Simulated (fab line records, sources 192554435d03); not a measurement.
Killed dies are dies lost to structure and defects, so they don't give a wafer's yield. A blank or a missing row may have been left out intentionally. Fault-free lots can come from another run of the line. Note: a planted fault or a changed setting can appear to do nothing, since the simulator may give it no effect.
Matching of chambers	flow n5Finfet	N5_BEOL_M11_ETCH_62 on rieDiel-01 has 4 sister chambers
The step etches SOC in N2/H2, target depth 110 nm, overetch 22 nm, time 165 s. 4 wafers are shown with their chamber, then 7 later ones without.

WAFERS WITH THEIR CHAMBER
wafer	chamber	showerheadPlenumPTorr (Torr)
L082.2	1	2.59
L082.6	3	2.56
L086.1	0	2.42
L086.2	2	2.59

WAFERS WITHOUT THEIR CHAMBER
wafer	showerheadPlenumPTorr (Torr)
L086.4	2.56
L092.2	2.59
L092.4	2.55
L092.6	2.41
L096.1	2.41
L096.4	2.58
L096.6	2.58

EACH ONE'S CHAMBER
wafer	from the rows above	in truth
L086.4	3	3
L092.2	can't be placed: 1 or 2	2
L092.4	3	3
L092.6	0	0
L096.1	0	0
L096.4	can't be placed: 1 or 2 or 3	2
L096.6	can't be placed: 1 or 2 or 3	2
4 of 7 placed correctly. These rows do not allow placing 3 (true chamber among the candidates in 3). 0 placed wrongly.
How it was worked out, from the rows above alone: a wafer's distance from a chamber is the root of the sum, over the readings, of the square of ((its reading less the chamber's mean) divided by the reading's scatter). The wafer belongs to the nearest chamber; if the next one is less than 2 further off, it can't be placed. For every chamber, the mean is computed from those of its wafers that are shown. The scatter: with one shown wafer a chamber, the root of the mean of the squares of how far each hidden wafer lies from its nearest shown one.
